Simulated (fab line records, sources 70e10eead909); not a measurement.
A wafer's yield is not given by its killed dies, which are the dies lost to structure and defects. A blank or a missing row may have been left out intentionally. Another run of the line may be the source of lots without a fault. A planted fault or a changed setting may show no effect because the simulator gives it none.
Which tool was responsible?    flow nand_harc    6 lots with 18 wafers sampled at 3 steps, on a route of 1159 steps

== WHAT THE GAUGES SHOWED, per wafer ==
NHARC_A_BLC_CD_MEAS_10: the cd target is 100 nm.
lot   measured      on         cd_nm (nm)
L933  day 17 14:04  cd_sem-03  100.1 100.9 100.4
L934  day 17 23:25  cd_sem-01  100.0 100.3 100.3
L943  day 20 05:10  cd_sem-02  99.5 107.8 100.3
L951  day 21 17:08  cd_sem-02  99.9 100.0 99.5
L952  day 21 20:14  cd_sem-03  100.8 99.8 100.3
L955  day 23 20:48  cd_sem-03  100.0 100.7 99.6

== WHICH TOOL RAN EACH LOT (tool, then ch and the chambers of the sampled wafers, then the start) ==
lot   NHARC_A_CONTACT_CMP_20         NHARC_A_BLC_PEB_08
L933  cmp-01 ch 1,3, day 17 13:11    litho_track-06 ch 0, day 17 14:00
L934  cmp-01 ch 0,1,3, day 17 22:31  litho_track-01 ch 0, day 17 23:19
L943  cmp-01 ch 0,3, day 20 04:14    litho_track-06 ch 0, day 20 05:05
L951  cmp-04 ch 0,1,3, day 21 16:16  litho_track-01 ch 0, day 21 17:04
L952  cmp-03 ch 0,3, day 21 19:19    litho_track-04 ch 0, day 21 20:09
L955  cmp-01 ch 1,2,3, day 23 19:56  litho_track-06 ch 0, day 23 20:43
- NHARC_A_CONTACT_CMP_20: polishes, t overpolish 30 s, target thk 300 nm.
- NHARC_A_BLC_PEB_08: peb time 65 s.

== THE ANSWER, worked out from the rows above alone ==
Rule: the usual values come from the lots themselves. The widest of any qualifying gaps counts: lots, ordered by their means at a reading, are off when they make up no more than a third of the lots, leave a main group of 4 or more, and stand apart from it by 3 or more times the standard deviation of that group's means. The tables above print the reading to a certain number of digits; a main group whose means all agree to those digits is not used. A lot without any number at a reading at which 4 lots or more have one is off too. Any other lot the step has rows for is counted as sound.
Off, at NHARC_A_BLC_CD_MEAS_10 on cd_nm: L943. Mean 100.2 nm and standard deviation 0.22 in the main group.
If a tool, at a process step before that reading, ran all the lots that are off and no sound lot after the first of them, it fits. Those tools and the gauges at NHARC_A_BLC_CD_MEAS_10 are tried in the same way. No candidate that was tried fits.

== WHAT THE SIMULATOR PUT IN ==
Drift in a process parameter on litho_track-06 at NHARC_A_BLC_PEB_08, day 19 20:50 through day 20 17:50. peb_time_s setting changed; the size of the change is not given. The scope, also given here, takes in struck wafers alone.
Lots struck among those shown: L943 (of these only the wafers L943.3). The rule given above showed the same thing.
